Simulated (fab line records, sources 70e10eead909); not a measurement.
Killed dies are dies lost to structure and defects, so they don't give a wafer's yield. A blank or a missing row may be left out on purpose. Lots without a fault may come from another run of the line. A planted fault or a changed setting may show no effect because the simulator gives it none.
Chamber matching | flow nand_harc | NHARC_P_CONTACT_CMP_01 on cmp-01: 4 sister chambers
The step polishes SiO2, target thk 200 nm. 4 wafers are shown with their chamber, then 12 later ones without.

WAFERS WITH THEIR CHAMBER
wafer  | chamber | motor_current_A (A)
L086.2 | 0       | 11.5
L087.1 | 3       | 14.2
L087.2 | 2       | 11.0
L087.3 | 1       | 11.0

WAFERS WITHOUT THEIR CHAMBER
wafer  | motor_current_A (A)
L089.3 | 11.5
L089.4 | 13.7
L089.6 | 11.2
L090.3 | 11.3
L090.4 | 10.8
L090.6 | 13.8
L091.1 | 11.1
L091.5 | 10.8
L091.6 | 10.6
L093.2 | 11.7
L093.3 | 11.0
L093.4 | 13.9

WHICH CHAMBER EACH WENT THROUGH
wafer  | from the rows above          | in truth
L089.3 | can't be placed: 0 or 1 or 2 | 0
L089.4 | 3                            | 3
L089.6 | can't be placed: 1 or 2 or 0 | 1
L090.3 | can't be placed: 0 or 1 or 2 | 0
L090.4 | can't be placed: 1 or 2 or 0 | 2
L090.6 | 3                            | 3
L091.1 | can't be placed: 1 or 2 or 0 | 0
L091.5 | can't be placed: 1 or 2 or 0 | 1
L091.6 | can't be placed: 1 or 2 or 0 | 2
L093.2 | can't be placed: 0 or 1 or 2 | 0
L093.3 | can't be placed: 1 or 2 or 0 | 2
L093.4 | 3                            | 3
Placed correctly: 3 of 12. Can't be placed from these rows: 9 (the true chamber is among the candidates in 9). Placed wrongly: 0.
How it was worked out, from the rows above alone: a wafer's distance from a chamber is the root of the sum, over the readings, of the square of ((its reading less the chamber's mean) divided by the reading's scatter). The wafer belongs to the nearest chamber; if the next one is less than 2 further off, it can't be placed. A chamber's mean is the mean of its shown wafers. The scatter: with one shown wafer a chamber, the root of the mean of the squares of how far each hidden wafer lies from its nearest shown one.
